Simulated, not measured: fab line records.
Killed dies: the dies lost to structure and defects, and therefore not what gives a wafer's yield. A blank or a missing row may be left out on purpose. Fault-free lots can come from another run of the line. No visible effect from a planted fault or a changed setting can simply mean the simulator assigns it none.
Comparing a struck lot with a sound one + flow n5-finfet + 25 steps out of a route of 1938
Sound: the wafers L936.1, L936.3, L936.4. Struck: wafers L949.1, L949.3, L949.6. The cause is given at the end.
Each step with rows lists, per side, the tool, then ch with its chambers, then its first start. Under that, the readings that differ: sound wafers + struck wafers + difference of the means + sigmas: that difference in standard deviations of wafers without a fault.
alike: readings whose means differ by less than 2 such deviations, and words and numbers that are the same on both sides. not compared: withheld readings, readings that some wafer has no value for, bounds like >300 that may hide the same value, and numbers for which the record gives no deviation and whose values overlap.
A row with sigmas, a row that says differs or no value, or rows on one side alone: a step with any of these is where the two part. When numbers do not overlap yet have no deviation, they are printed without sigmas and do not part them. A reading missing from all wafers of one side parts the sides only when that side holds two or more wafers.

first, 8 steps without rows for these wafers: N5_BEOL_M7_DEVELOP_10 (develop time 30 s); N5_BEOL_M7_DESCUM_16 (chemistry O2, time 7.9 s); N5_BEOL_M7_ETCH_61 (etches SiARC in CF4, target depth 45.5 nm, time 75.8 s); N5_BEOL_M7_ETCH_62 (etches SOC in N2/H2, target depth 110 nm, overetch 22 nm, time 165 s); N5_BEOL_M7_STRIP_68 (strips in N2/H2); N5_BEOL_M7_STRIP_67 (strips in CF4); N5_BEOL_M7_HM_OPEN_17 (chemistry Cl2/BCl3, target TiN, target depth 20 nm, overetch 6 nm); N5_BEOL_M7_STRIP_19 (strips in O2).
N5_BEOL_M7_COAT_63: time 60 s, resist thk 60 nm.
  sound on litho-track-05 ch 0, day 9 19:23; struck on litho-track-05 ch 0, day 12 23:26
| reading                                  | sound                | struck               | difference | sigmas      |
|------------------------------------------|----------------------|----------------------|------------|-------------|
| spin-speed-rpm (rpm)                     | 1499.1 1500.2 1500.4 | 1304.9 1302.2 1301.3 | -197.1     | -99 or more |
| model.SOC_of_BEOL_M7_COAT_63.thk-nm (nm) | 59.8 59.8 59.8       | 64.2 64.4 64.2       | +4.5       |             |
then, 11 steps without rows for these wafers: N5_BEOL_M7_COAT_64 (time 60 s, resist thk 12 nm); N5_BEOL_M7_COAT_71 (time 60 s, resist thk 5 nm); N5_BEOL_M7_COAT_22 (resist thk 30 nm); N5_BEOL_M7_EBR_24; N5_BEOL_M7_SOFTBAKE_23 (time 60 s); N5_BEOL_M7_EXPOSE_25 (exposes mask V6, target cd 40 nm); N5_BEOL_M7_PEB_26 (peb time 60 s); N5_BEOL_M7_DEVELOP_27 (develop time 30 s); N5_BEOL_M7_DESCUM_33 (chemistry O2, time 7 s); N5_BEOL_M7_ETCH_72 (etches underlayer in N2/H2, target depth 6.5 nm, time 5.2 s); N5_BEOL_M7_ETCH_65 (etches SiARC in CF4, target depth 15.6 nm, time 26 s).
N5_BEOL_M7_ETCH_66: etches SOC in N2/H2, target depth 80 nm, overetch 16 nm, time 120 s.
  sound on rie-diel-04 ch 0,2,3, day 9 20:13; struck on rie-diel-04 ch 2,3, day 13 00:20
| reading                  | sound             | struck           | difference | sigmas |
|--------------------------|-------------------|------------------|------------|--------|
| model.etch.depth-nm (nm) | 59.85 59.74 59.79 | 64.15 64.33 64.2 | +4.43      |        |
  alike: drypump-motor-current-A, oes-product-au, rf-vpp-V, showerhead-plenum-p-Torr, throttle-valve-pct
  not compared: rf-hours-counter-h
then, 2 steps without rows for these wafers: N5_BEOL_M7_STRIP_69 (strips in N2/H2); N5_BEOL_M7_STRIP_73 (strips in N2/H2).
N5_BEOL_M7_VIA_ETCH_34: etches SiCOH lowk in C4F6/O2, target depth 125.5 nm, time 50.5 s.
  sound on rie-diel-04 ch 0,2,3, day 9 20:19; struck on rie-diel-04 ch 2,3, day 13 00:26
| reading                                  | sound        | struck         | difference | sigmas |
|------------------------------------------|--------------|----------------|------------|--------|
| model.SOC_of_BEOL_M7_COAT_63.thk-nm (nm) | 54 53.8 53.8 | 58.2 58.4 58.2 | +4.4       |        |
  alike: drypump-motor-current-A, oes_o_777_au, oes-product-au, rf-vpp-V, showerhead-plenum-p-Torr, throttle-valve-pct
  not compared: rf-hours-counter-h
then, 1 step without rows for these wafers: N5_BEOL_M7_STRIP_76 (strips in C4F6/O2).

WHERE THEY PART
Only at N5_BEOL_M7_COAT_63, within this record. Later steps at which nothing parts them and some readings are alike: N5_BEOL_M7_ETCH_66, N5_BEOL_M7_VIA_ETCH_34.

WHY: whatever the simulator had introduced
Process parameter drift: litho-track-05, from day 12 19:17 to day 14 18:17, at N5_BEOL_M7_COAT_63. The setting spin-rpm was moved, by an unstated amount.
